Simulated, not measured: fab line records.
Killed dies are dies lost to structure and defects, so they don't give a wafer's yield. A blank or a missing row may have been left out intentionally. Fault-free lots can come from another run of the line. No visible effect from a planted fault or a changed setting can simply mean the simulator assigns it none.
fab line records    flow n5-finfet
[record] lots = 24  wafers = 72  last-day = 17
route steps=1938 shown BEOL_M3@1006 BEOL_M4@1056
lots untouched by any fault: they come from a run of this same line in which no faults occurred
start-h: hours from the record's first day to the start of the lot's first wafer shown    wait-h: how many hours have passed since the lot's step before this one    " repeats the value in the row above    L1.1+2: a single row standing in for several wafers    - either no value or no given start    * or withheld: withheld    < > ~ a bound
route shown NAME@n: a module of which the file shows steps, and the number in the route of the first    usual: mean/standard deviation taken from wafers without a fault    same: alike in all rows    chamber/n: place in a boat    sites: each site's reading    _std_site: their standard deviation    _edge_site: outer sites' mean less inner sites'    radius-mm: how far each site lies from the wafer's centre    mask NAME#n: copy n    behind: the last tool/chamber to shape the wafer    hold: what put the lot on hold/how long, in hours/how the hold closed    device: the n, p or np transistor that did not switch    end of line: tests run on the same wafers once the route is complete    a step without rows: its recipe alone    killed: not the wafer's yield, but the dies lost to structure and defects at the first sort    map: a wafer's dies, marking killed ones x, the rest . and places with no die _
set.NAME: the setting that was run; set.NAME@STEP: the one run at that earlier step    model.NAME: the simulator's own value behind a step, which no gauge read
a sample of lots followed through the steps of the route, with each step as a table and each wafer as a row
services: a tool's chamber out of use, with start hour (start-h, from the record's first day; less than 0 if before it), hours out, and reason
[[steps]]
[step N5_BEOL_M3_SPUTTER_92]
[recipe] material = Cu  target-thk-a = 45  temp-c = -20  chamber-pressure-pa = 0.07  power-w = withheld  time-s = 8.29
[usual] chuck-sensor-temp-C = -15.8/0.34  throttle-valve-pct = 30.4/1.1
[same] time-s = 8.29
lot.wafer  tool            chamber  start-h  wait-h  chuck-sensor-temp-C  throttle-valve-pct
L074.1     pvd-sputter-02  -        145.21   0.1     -16.3                30.2
L074.2     "               -        "        "       -15.9                30.9
L074.4     "               -        "        "       -15.9                29.7
L075.1     pvd-sputter-01  -        153.66   0.1     -16.1                30.3
L075.3     "               -        "        "       -15.2                31.6
L075.4     "               -        "        "       -15.9                30.5
L076.2     pvd-sputter-02  -        166.79   0.1     -15.9                31.0
L076.3     "               -        "        "       -16.0                29.9
L076.5     "               -        "        "       -15.9                30.9
L077.2     pvd-sputter-03  -        185.11   0.1     -15.5                30.7
L077.5     "               -        "        "       -15.4                29.0
L077.6     "               -        "        "       -16.0                31.1
L081.1     pvd-sputter-03  -        189.58   0.1     -15.4                28.6
L081.5     "               -        "        "       -15.8                30.2
L081.6     "               -        "        "       -16.0                31.2
L080.3     pvd-sputter-01  -        190.32   0.1     -15.8                30.5
L080.4     "               -        "        "       -16.2                32.8
L080.5     "               -        "        "       -15.4                31.3
L078.1     pvd-sputter-03  -        191.46   0.1     -15.5                29.1
L078.5     "               -        "        "       -16.0                31.1
L078.6     "               -        "        "       -15.6                30.5
L079.1     pvd-sputter-03  -        193.50   0.1     -15.7                28.8
L079.3     "               -        "        "       -15.4                28.7
L079.4     "               -        "        "       -16.0                31.2
L082.3     pvd-sputter-02  -        193.88   0.1     -15.3                30.4
L082.4     "               -        "        "       -16.1                30.4
L082.6     "               -        "        "       -15.9                29.6
L083.2     pvd-sputter-03  -        207.18   0.1     -16.1                31.2
L083.4     "               -        "        "       -15.3                28.6
L083.5     "               -        "        "       -15.5                28.5
L084.2     pvd-sputter-01  -        208.94   0.1     -15.8                30.1
L084.5     "               -        "        "       -16.0                30.5
L084.6     "               -        "        "       -16.3                30.2
L085.2     pvd-sputter-02  -        227.47   0.1     -15.9                31.1
L085.3     "               -        "        "       -16.2                30.4
L085.4     "               -        "        "       -15.2                30.2
L087.4     pvd-sputter-01  -        233.14   0.1     -15.3                31.3
L087.5     "               -        "        "       -15.3                31.4
L087.6     "               -        "        "       -16.4                32.7
L086.1     pvd-sputter-03  -        242.77   0.1     -15.8                30.5
L086.3     "               -        "        "       -15.3                28.8
L086.4     "               -        "        "       -16.1                31.0
L088.3     pvd-sputter-03  -        246.31   0.1     -16.0                31.0
L088.5     "               -        "        "       -16.1                31.0
L088.6     "               -        "        "       -15.1                28.7
L089.1     pvd-sputter-02  -        246.32   0.1     -15.8                29.8
L089.3     "               -        "        "       -16.0                30.2
L089.4     "               -        "        "       -16.0                30.9
L090.1     pvd-sputter-03  -        249.68   0.1     -15.3                30.5
L090.4     "               -        "        "       -16.1                31.0
L090.6     "               -        "        "       -15.3                28.7
L091.2     pvd-sputter-01  -        251.34   0.1     -16.4                32.7
L091.3     "               -        "        "       -15.9                30.1
L091.5     "               -        "        "       -16.3                32.5
L093.3     pvd-sputter-03  -        260.98   0.1     -15.7                30.4
L093.4     "               -        "        "       -15.5                28.7
L093.5     "               -        "        "       -15.7                30.9
L092.4     pvd-sputter-02  -        265.10   0.1     -16.1                30.9
L092.5     "               -        "        "       -15.9                30.6
L092.6     "               -        "        "       -16.0                31.2
L094.1     pvd-sputter-01  -        279.47   0.1     -15.1                31.1
L094.4     "               -        "        "       -16.2                33.0
L094.6     "               -        "        "       -16.0                29.8
L095.1     pvd-sputter-03  -        290.79   0.1     -15.4                28.7
L095.3     "               -        "        "       -15.6                30.3
L095.4     "               -        "        "       -16.0                31.0
L096.1     pvd-sputter-01  -        294.74   0.1     -16.1                32.6
L096.3     "               -        "        "       -15.9                30.3
L096.5     "               -        "        "       -15.9                30.5
L097.3     pvd-sputter-03  -        300.54   0.1     -15.4                28.8
L097.4     "               -        "        "       -15.9                30.9
L097.6     "               -        "        "       -16.0                31.3
[step N5_BEOL_M3_PRE_CLEAN_60]
[recipe] gas = NH3/H2  time-s = 15  temp-c = *  rf-power-w = 300
[usual] heater-power-w = 83/21
[same] time-s = 15
lot.wafer  tool       chamber  start-h  wait-h  heater-power-w
L074.1     cvd-co-02  2        146.47   0.0     103
L074.2     "          0        "        "       58
L074.4     "          1        "        "       79
L075.1     cvd-co-02  0        154.94   0.0     58
L075.3     "          1        "        "       82
L075.4     "          2        "        "       104
L076.2     cvd-co-01  2        168.05   0.0     120
L076.3     "          0        "        "       68
L076.5     "          1        "        "       66
L077.2     cvd-co-01  1        186.37   0.0     66
L077.5     "          0        "        "       71
L077.6     "          1        "        "       66
L081.1     cvd-co-02  1        190.87   0.0     80
L081.5     "          2        "        "       107
L081.6     "          1        "        "       79
L080.3     cvd-co-02  0        191.58   0.0     58
L080.4     "          1        "        "       79
L080.5     "          2        "        "       102
L078.1     cvd-co-02  1        192.72   0.0     83
L078.5     "          2        "        "       105
L078.6     "          0        "        "       58
L079.1     cvd-co-01  1        194.76   0.0     67
L079.3     "          0        "        "       68
L079.4     "          2        "        "       118
L082.3     cvd-co-02  0        195.14   0.0     59
L082.4     "          2        "        "       104
L082.6     "          1        "        "       79
L083.2     cvd-co-01  1        208.44   0.0     68
L083.4     "          2        "        "       116
L083.5     "          0        "        "       71
L084.2     cvd-co-01  2        210.22   0.0     119
L084.5     "          2        "        "       121
L084.6     "          0        "        "       68
L085.2     cvd-co-02  0        229.01   0.0     58
L085.3     "          2        "        "       104
L085.4     "          0        "        "       58
L087.4     cvd-co-01  0        235.60   0.1     71
L087.5     "          1        "        "       68
L087.6     "          2        "        "       116
L086.1     cvd-co-02  2        244.03   0.0     103
L086.3     "          1        "        "       78
L086.4     "          2        "        "       105
L088.3     cvd-co-01  0        247.60   0.1     71
L088.5     "          2        "        "       115
L088.6     "          0        "        "       71
L089.1     cvd-co-02  2        247.60   0.0     106
L089.3     "          1        "        "       81
L089.4     "          0        "        "       57
L090.1     cvd-co-02  1        251.03   0.0     79
L090.4     "          2        "        "       106
L090.6     "          0        "        "       59
L091.2     cvd-co-01  1        252.60   0.0     67
L091.3     "          0        "        "       70
L091.5     "          2        "        "       120
L093.3     cvd-co-01  1        262.73   0.0     66
L093.4     "          1        "        "       68
L093.5     "          2        "        "       116
L092.4     cvd-co-01  0        266.38   0.1     69
L092.5     "          2        "        "       117
L092.6     "          1        "        "       67
L094.1     cvd-co-02  2        281.14   0.0     106
L094.4     "          2        "        "       106
L094.6     "          0        "        "       59
L095.1     cvd-co-02  1        292.15   0.0     79
L095.3     "          0        "        "       59
L095.4     "          2        "        "       106
L096.1     cvd-co-01  1        296.00   0.0     66
L096.3     "          0        "        "       73
L096.5     "          2        "        "       118
L097.3     cvd-co-02  1        301.90   0.0     82
L097.4     "          1        "        "       76
L097.6     "          0        "        "       60
[step N5_BEOL_M3_INSPECT_59]
[recipe] inspect-instrument = darkfield  mode = post-dep
[usual] raw-defect-count = 71/26
lot.wafer  tool               chamber  start-h  wait-h  raw-defect-count
L074.1     defect-inspect-01  -        146.72   0.0     129
L074.2     "                  -        "        "       87
L074.4     "                  -        "        "       73
L075.1     defect-inspect-01  -        155.22   0.0     129
L075.3     "                  -        "        "       103
L075.4     "                  -        "        "       62
L076.2     defect-inspect-01  -        168.30   0.0     65
L076.3     "                  -        "        "       100
L076.5     "                  -        "        "       45
L077.2     defect-inspect-02  -        186.65   0.0     31
L077.5     "                  -        "        "       64
L077.6     "                  -        "        "       35
L081.1     defect-inspect-01  -        191.15   0.0     51
L081.5     "                  -        "        "       41
L081.6     "                  -        "        "       66
L080.3     defect-inspect-02  -        191.83   0.0     120
L080.4     "                  -        "        "       96
L080.5     "                  -        "        "       78
L078.1     defect-inspect-02  -        192.97   0.0     114
L078.5     "                  -        "        "       110
L078.6     "                  -        "        "       80
L079.1     defect-inspect-02  -        195.01   0.0     64
L079.3     "                  -        "        "       86
L079.4     "                  -        "        "       55
L082.3     defect-inspect-01  -        195.39   0.0     86
L082.4     "                  -        "        "       110
L082.6     "                  -        "        "       50
L083.2     defect-inspect-02  -        208.74   0.0     161
L083.4     "                  -        "        "       163
L083.5     "                  -        "        "       120
L084.2     defect-inspect-02  -        210.47   0.0     67
L084.5     "                  -        "        "       83
L084.6     "                  -        "        "       75
L085.2     defect-inspect-01  -        229.30   0.0     66
L085.3     "                  -        "        "       67
L085.4     "                  -        "        "       67
L087.4     defect-inspect-02  -        235.83   0.0     54
L087.5     "                  -        "        "       64
L087.6     "                  -        "        "       41
L086.1     defect-inspect-02  -        244.28   0.0     72
L086.3     "                  -        "        "       86
L086.4     "                  -        "        "       46
L089.1     defect-inspect-02  -        247.86   0.0     44
L089.3     "                  -        "        "       64
L089.4     "                  -        "        "       83
L088.3     defect-inspect-01  -        247.88   0.0     61
L088.5     "                  -        "        "       77
L088.6     "                  -        "        "       85
L090.1     defect-inspect-02  -        251.29   0.0     61
L090.4     "                  -        "        "       49
L090.6     "                  -        "        "       65
L091.2     defect-inspect-01  -        252.85   0.0     75
L091.3     "                  -        "        "       52
L091.5     "                  -        "        "       42
L093.3     defect-inspect-02  -        262.98   0.0     43
L093.4     "                  -        "        "       55
L093.5     "                  -        "        "       42
L092.4     defect-inspect-02  -        266.61   0.0     70
L092.5     "                  -        "        "       37
L092.6     "                  -        "        "       30
L094.1     defect-inspect-02  -        281.39   0.0     78
L094.4     "                  -        "        "       96
L094.6     "                  -        "        "       83
L095.1     defect-inspect-02  -        292.40   0.0     63
L095.3     "                  -        "        "       65
L095.4     "                  -        "        "       55
L096.1     defect-inspect-01  -        296.28   0.0     56
L096.3     "                  -        "        "       54
L096.5     "                  -        "        "       40
L097.3     defect-inspect-02  -        302.15   0.0     81
L097.4     "                  -        "        "       49
L097.6     "                  -        "        "       57
[step N5_BEOL_M4_CD_MEAS_28]
[recipe] target-cd-nm = 26.2  landing-energy-ev = 500  detector = se-inlens  target-cd-y-nm = 24.1  polarity = opening
[usual] cd-nm = 26.18/0.22
lot.wafer  tool       chamber  start-h  wait-h  cd-nm
L074.1     cd-sem-01  0        148.57   -       26.44
L074.2     "          0        "        "       26.25
L074.4     "          0        "        "       26.07
L075.1     cd-sem-02  0        157.53   -       26.36
L075.3     "          0        "        "       26.13
L075.4     "          0        "        "       26.47
L076.2     cd-sem-02  0        174.08   -       26.21
L076.3     "          0        "        "       25.95
L076.5     "          0        "        "       25.86
L077.2     cd-sem-01  0        189.18   -       26.09
L077.5     "          0        "        "       25.67
L077.6     "          0        "        "       25.90
L081.1     cd-sem-02  0        193.57   -       26.25
L081.5     "          0        "        "       26.27
L081.6     "          0        "        "       26.00
L080.3     cd-sem-03  0        193.64   -       25.90
L080.4     "          0        "        "       26.21
L080.5     "          0        "        "       26.31
L078.1     cd-sem-02  0        196.21   -       26.09
L078.5     "          0        "        "       26.39
L078.6     "          0        "        "       26.49
L079.1     cd-sem-02  0        197.81   -       26.36
L079.3     "          0        "        "       26.07
L079.4     "          0        "        "       26.32
L082.3     cd-sem-03  0        198.00   -       26.17
L082.4     "          0        "        "       26.35
L082.6     "          0        "        "       26.08
L083.2     cd-sem-01  0        211.37   -       26.23
L083.4     "          0        "        "       26.06
L083.5     "          0        "        "       26.36
L084.2     cd-sem-02  0        212.67   -       26.01
L084.5     "          0        "        "       25.75
L084.6     "          0        "        "       25.35
L085.2     cd-sem-03  0        231.82   -       26.24
L085.3     "          0        "        "       25.92
L085.4     "          0        "        "       26.33
L087.4     cd-sem-02  0        238.86   -       25.98
L087.5     "          0        "        "       26.15
L087.6     "          0        "        "       25.69
L086.1     cd-sem-01  0        246.07   -       26.12
L086.3     "          0        "        "       26.04
L086.4     "          0        "        "       26.14
L089.1     cd-sem-03  0        249.46   -       26.32
L089.3     "          0        "        "       26.14
L089.4     "          0        "        "       26.30
L088.3     cd-sem-01  0        249.65   -       26.23
L088.5     "          0        "        "       26.37
L088.6     "          0        "        "       26.22
L090.1     cd-sem-02  0        253.36   -       26.21
L090.4     "          0        "        "       25.88
L090.6     "          0        "        "       26.46
L091.2     cd-sem-01  0        254.55   -       26.33
L091.3     "          0        "        "       26.47
L091.5     "          0        "        "       26.00
L093.3     cd-sem-03  0        265.60   -       26.16
L093.4     "          0        "        "       26.42
L093.5     "          0        "        "       26.11
L092.4     cd-sem-01  0        268.53   -       25.52
L092.5     "          0        "        "       26.24
L092.6     "          0        "        "       25.92
L094.1     cd-sem-01  0        283.93   -       26.23
L094.4     "          0        "        "       26.08
L094.6     "          0        "        "       26.53
L095.1     cd-sem-03  0        296.94   -       26.29
L095.3     "          0        "        "       26.08
L095.4     "          0        "        "       26.23
L096.1     cd-sem-02  0        298.48   -       25.87
L096.3     "          0        "        "       26.74
L096.5     "          0        "        "       25.88
L097.3     cd-sem-01  0        305.01   -       26.37
L097.4     "          0        "        "       26.10
L097.6     "          0        "        "       26.34
[step N5_BEOL_M4_ALD_98]
[recipe] material = SiO2  target-thk-a = 25  temp-c = 100  ald-precursor-family = BDEAS  ald-co-reactant = O2-plasma  pulse-time-s = 1  co-reactant-pulse-time-s = 1  purge-time-s = 2  co-reactant-purge-time-s = 2  ald-cycles = 17  pressure-torr = 2
[usual] heater-power-w = 77/7.8  precursor-pulse-height-rel = 0.997/0.019
lot.wafer  tool        chamber  start-h  wait-h  heater-power-w  precursor-pulse-height-rel
L074.1     ald-sin-01  2        148.83   0.1     67              0.994
L074.2     "           3        "        "       70              0.975
L074.4     "           1        "        "       76              1.013
L075.1     ald-sin-04  2        157.79   0.1     82              0.996
L075.3     "           0        "        "       92              1.028
L075.4     "           3        "        "       78              1.010
L076.2     ald-sin-04  1        174.34   0.1     80              0.982
L076.3     "           2        "        "       81              0.975
L076.5     "           0        "        "       92              0.980
L077.2     ald-sin-01  3        190.16   0.8     71              1.021
L077.5     "           2        "        "       67              1.016
L077.6     "           1        "        "       77              1.000
L081.1     ald-sin-03  1        193.94   0.1     89              1.029
L081.5     "           0        "        "       77              0.992
L081.6     "           1        "        "       89              0.948
L080.3     ald-sin-03  1        194.04   0.2     85              0.987
L080.4     "           3        "        "       69              0.974
L080.5     "           1        "        "       88              0.998
L078.1     ald-sin-04  2        196.63   0.1     79              0.980
L078.5     "           2        "        "       78              0.987
L078.6     "           3        "        "       75              0.958
L079.1     ald-sin-01  2        198.11   0.1     67              0.977
L079.3     "           3        "        "       70              1.001
L079.4     "           1        "        "       78              1.011
L082.3     ald-sin-01  3        198.25   0.1     70              1.014
L082.4     "           0        "        "       71              0.975
L082.6     "           0        "        "       70              1.002
L083.2     ald-sin-03  2        211.63   0.1     90              0.986
L083.4     "           0        "        "       77              0.978
L083.5     "           1        "        "       88              1.003
L084.2     ald-sin-04  1        212.93   0.1     81              0.987
L084.5     "           3        "        "       75              1.003
L084.6     "           2        "        "       80              0.983
L085.2     ald-sin-03  2        232.44   0.4     87              0.990
L085.3     "           3        "        "       68              0.999
L085.4     "           1        "        "       88              1.023
L087.4     ald-sin-03  0        239.21   0.1     78              1.001
L087.5     "           2        "        "       90              0.982
L087.6     "           1        "        "       87              0.982
L086.1     ald-sin-03  0        246.78   0.5     79              1.008
L086.3     "           2        "        "       91              0.976
L086.4     "           0        "        "       77              0.986
L089.1     ald-sin-01  2        249.75   0.1     67              1.012
L089.3     "           1        "        "       76              1.005
L089.4     "           3        "        "       71              1.013
L088.3     ald-sin-01  0        249.92   0.1     70              1.001
L088.5     "           2        "        "       66              0.996
L088.6     "           1        "        "       78              0.993
L090.1     ald-sin-03  2        253.79   0.1     91              1.029
L090.4     "           1        "        "       86              1.014
L090.6     "           0        "        "       79              1.021
L091.2     ald-sin-04  3        255.04   0.3     75              1.010
L091.3     "           2        "        "       79              0.994
L091.5     "           0        "        "       88              1.007
L093.3     ald-sin-01  3        265.86   0.1     70              0.980
L093.4     "           3        "        "       71              1.004
L093.5     "           2        "        "       68              1.005
L092.4     ald-sin-01  2        268.81   0.1     66              0.989
L092.5     "           1        "        "       79              1.003
L092.6     "           2        "        "       68              1.008
L094.1     ald-sin-03  3        284.57   0.4     69              0.991
L094.4     "           2        "        "       85              1.009
L094.6     "           3        "        "       70              0.976
L095.1     ald-sin-03  1        297.20   0.1     85              0.981
L095.3     "           2        "        "       83              0.997
L095.4     "           3        "        "       71              1.031
L096.1     ald-sin-01  2        299.77   1.1     68              0.999
L096.3     "           3        "        "       70              1.031
L096.5     "           3        "        "       70              0.981
L097.3     ald-sin-01  3        306.27   1.1     70              1.008
L097.4     "           0        "        "       70              0.984
L097.6     "           2        "        "       65              1.032
[step N5_BEOL_M4_STRIP_36]
[recipe] chemistry = N2/H2  power-w = 450  temp-c = 40  pressure-mtorr = 20  rf-frequency-hz = 6e+07  overash-fraction = 0.3  bias-power-w = 7  h2-frac = 0.5  n2-flow-sccm = 200  h2-flow-sccm = 200
[usual] drypump-motor-current-A = 5.7/0.52  oes-product-au = 0.77/0.084  rf-vpp-V = 59.1/1.5  showerhead-plenum-p-Torr = 2.50/0.094  throttle-valve-pct = 23.7/0.31
lot.wafer  tool         chamber  start-h  wait-h  drypump-motor-current-A  oes-product-au  rf-hours-counter-h  rf-vpp-V  showerhead-plenum-p-Torr  throttle-valve-pct
L074.1     rie-diel-05  2        161.88   0.0     6.5                      0.80            122                 58.4      2.56                      23.5
L074.2     "            1        "        "       6.2                      0.74            192                 56.4      2.41                      23.7
L074.4     "            3        "        "       5.4                      0.76            161                 56.7      2.51                      23.3
L075.1     rie-diel-05  1        172.51   0.0     6.1                      0.74            196                 58.7      2.41                      23.7
L075.3     "            0        "        "       5.7                      0.73            180                 61.0      2.53                      24.1
L075.4     "            2        "        "       6.5                      0.81            126                 58.0      2.55                      23.5
L076.2     rie-diel-06  3        180.10   0.0     5.1                      0.93            14                  60.9      2.49                      23.6
L076.3     "            0        "        "       6.4                      0.67            243                 58.8      2.51                      24.1
L076.5     "            0        "        "       6.5                      0.67            -                   58.0      2.51                      24.2
L077.2     rie-diel-06  3        191.48   0.0     5.1                      0.90            17                  59.4      2.49                      23.6
L077.5     "            0        "        "       6.4                      0.68            -                   58.6      2.51                      24.2
L077.6     "            3        "        "       5.1                      0.91            -                   57.6      2.49                      23.6
L079.1     rie-diel-04  3        198.88   0.0     4.9                      0.73            166                 62.0      2.43                      24.0
L079.3     "            1        "        "       5.8                      0.85            52                  57.8      2.58                      24.0
L079.4     "            2        "        "       4.9                      0.70            -                   59.4      2.62                      23.6
L081.1     rie-diel-06  0        198.91   0.0     6.5                      0.67            248                 59.0      2.51                      24.2
L081.5     "            3        "        "       5.1                      0.91            -                   55.5      2.49                      23.6
L081.6     "            0        "        "       6.4                      0.67            -                   60.7      2.51                      24.2
L080.3     rie-diel-06  0        199.28   0.0     6.4                      0.67            248                 59.8      2.51                      24.2
L080.4     "            1        "        "       5.6                      0.73            190                 58.3      2.31                      23.6
L080.5     "            1        "        "       5.6                      0.73            -                   59.0      2.31                      23.6
L078.1     rie-diel-05  0        199.35   0.0     5.7                      0.73            190                 59.2      2.52                      24.2
L078.5     "            2        "        "       6.5                      0.80            -                   58.0      2.55                      23.5
L078.6     "            3        "        "       5.5                      0.73            -                   59.0      2.51                      23.3
L082.3     rie-diel-05  3        199.79   0.0     5.4                      0.74            174                 61.4      2.51                      23.3
L082.4     "            1        "        "       6.1                      0.73            207                 60.0      2.40                      23.7
L082.6     "            3        "        "       5.4                      0.74            -                   60.3      2.51                      23.3
L083.2     rie-diel-06  3        215.79   0.0     5.1                      0.89            25                  57.6      2.48                      23.6
L083.4     "            2        "        "       5.6                      0.87            -                   58.7      2.57                      23.2
L083.5     "            3        "        "       5.1                      0.90            -                   58.5      2.48                      23.6
L084.2     rie-diel-06  0        221.47   0.0     6.4                      1.01            1                   59.9      2.51                      23.9
L084.5     "            0        "        "       6.4                      1.01            -                   59.8      2.51                      23.9
L084.6     "            1        "        "       5.6                      0.71            -                   56.9      2.30                      23.6
L085.2     rie-diel-06  2        240.04   0.0     5.6                      0.88            43                  58.4      2.56                      23.2
L085.3     "            0        "        "       6.5                      0.99            6                   58.4      2.51                      23.9
L085.4     "            1        "        "       5.6                      0.72            203                 59.6      2.30                      23.7
L087.4     rie-diel-05  0        240.12   0.0     5.7                      0.72            204                 60.0      2.52                      24.2
L087.5     "            3        "        "       5.4                      0.74            -                   54.5      2.50                      23.3
L087.6     "            2        "        "       6.5                      0.77            -                   60.5      2.54                      23.5
L086.1     rie-diel-04  0        247.17   0.0     6.0                      0.73            158                 59.6      2.66                      24.1
L086.3     "            1        "        "       5.8                      0.83            71                  59.2      2.57                      24.0
L086.4     "            3        "        "       4.9                      0.71            183                 57.0      2.43                      24.0
L089.1     rie-diel-04  3        251.77   0.0     4.9                      0.71            185                 57.2      2.42                      24.0
L089.3     "            2        "        "       4.9                      0.69            231                 60.7      2.61                      23.6
L089.4     "            0        "        "       6.0                      0.72            160                 55.9      2.66                      24.1
L091.2     rie-diel-04  1        256.80   0.0     5.8                      0.83            75                  57.3      2.57                      24.0
L091.3     "            0        "        "       6.0                      0.73            162                 57.8      2.65                      24.1
L091.5     "            3        "        "       4.9                      0.71            -                   57.9      2.42                      24.0
L088.3     rie-diel-06  3        256.84   0.0     5.1                      0.88            39                  59.5      2.48                      23.6
L088.5     "            2        "        "       5.6                      0.87            -                   61.9      2.56                      23.2
L088.6     "            3        "        "       5.1                      0.87            -                   59.7      2.48                      23.6
L090.1     rie-diel-04  0        260.09   0.0     6.1                      0.73            163                 57.2      2.65                      24.1
L090.4     "            3        "        "       4.9                      0.70            188                 58.6      2.42                      24.0
L090.6     "            2        "        "       4.9                      0.68            -                   59.8      2.61                      23.6
L093.3     rie-diel-04  3        271.05   0.0     4.9                      0.71            192                 60.0      2.42                      24.0
L093.4     "            2        "        "       4.9                      0.69            238                 58.6      2.61                      23.6
L093.5     "            0        "        "       6.0                      0.73            -                   58.7      2.65                      24.1
L092.4     rie-diel-06  2        282.47   0.0     5.6                      0.85            55                  60.8      2.56                      23.2
L092.5     "            1        "        "       5.6                      0.71            -                   57.3      2.29                      23.7
L092.6     "            2        "        "       5.6                      0.85            -                   62.5      2.56                      23.2
L094.1     rie-diel-04  1        291.85   0.0     5.8                      0.81            88                  59.3      2.56                      24.0
L094.4     "            0        "        "       6.0                      0.72            173                 58.4      2.65                      24.1
L094.6     "            1        "        "       5.8                      0.80            -                   62.0      2.56                      24.0
L095.1     rie-diel-05  3        305.57   0.0     5.4                      0.72            213                 56.0      2.49                      23.4
L095.3     "            1        "        "       6.1                      0.70            240                 60.9      2.39                      23.7
L095.4     "            2        "        "       6.5                      0.76            177                 58.4      2.53                      23.5
L096.1     rie-diel-06  3        305.57   0.0     5.1                      0.84            56                  58.9      2.47                      23.6
L096.3     "            1        "        "       5.6                      0.71            228                 57.6      2.29                      23.7
L096.5     "            3        "        "       5.1                      0.85            -                   58.4      2.47                      23.6
L097.3     rie-diel-05  2        309.08   0.0     6.5                      0.76            178                 57.7      2.53                      23.6
L097.4     "            0        "        "       5.7                      0.70            230                 58.8      2.51                      24.2
L097.6     "            2        "        "       6.5                      0.76            -                   60.1      2.53                      23.6
[[services]]
tool            chamber  start-h  hours  kind
pvd-sputter-01  -        129.15   1.9    repair
rie-diel-05     -        130.49   0.3    repair
cvd-co-02       -        137.59   2.8    pm
ald-sin-03      -        154.15   14.6   pm
ald-sin-01      3        161.83   3.1    repair
rie-diel-04     0        167.03   32.6   repair
cvd-co-01       -        189.76   1.3    repair
rie-diel-04     3        191.39   5.6    repair
cvd-co-02       2        195.82   16.5   repair
ald-sin-03      0        199.02   5.4    repair
rie-diel-05     -        219.24   0.6    repair
ald-sin-01      -        221.64   1.3    repair
rie-diel-06     -        226.50   4.3    pm
ald-sin-01      1        233.76   3.6    repair
cvd-co-01       -        241.20   0.5    repair
rie-diel-06     2        244.62   10.0   repair
rie-diel-05     1        249.20   16.5   repair
ald-sin-01      1        260.39   6.1    repair
cvd-co-02       -        268.73   0.5    repair
ald-sin-03      -        269.81   14.0   pm
ald-sin-01      3        280.70   13.1   repair
ald-sin-03      -        300.69   6.0    pm
cvd-co-01       -        301.89   0.2    repair
ald-sin-01      0        307.06   2.7    repair
[[key]]
fault none
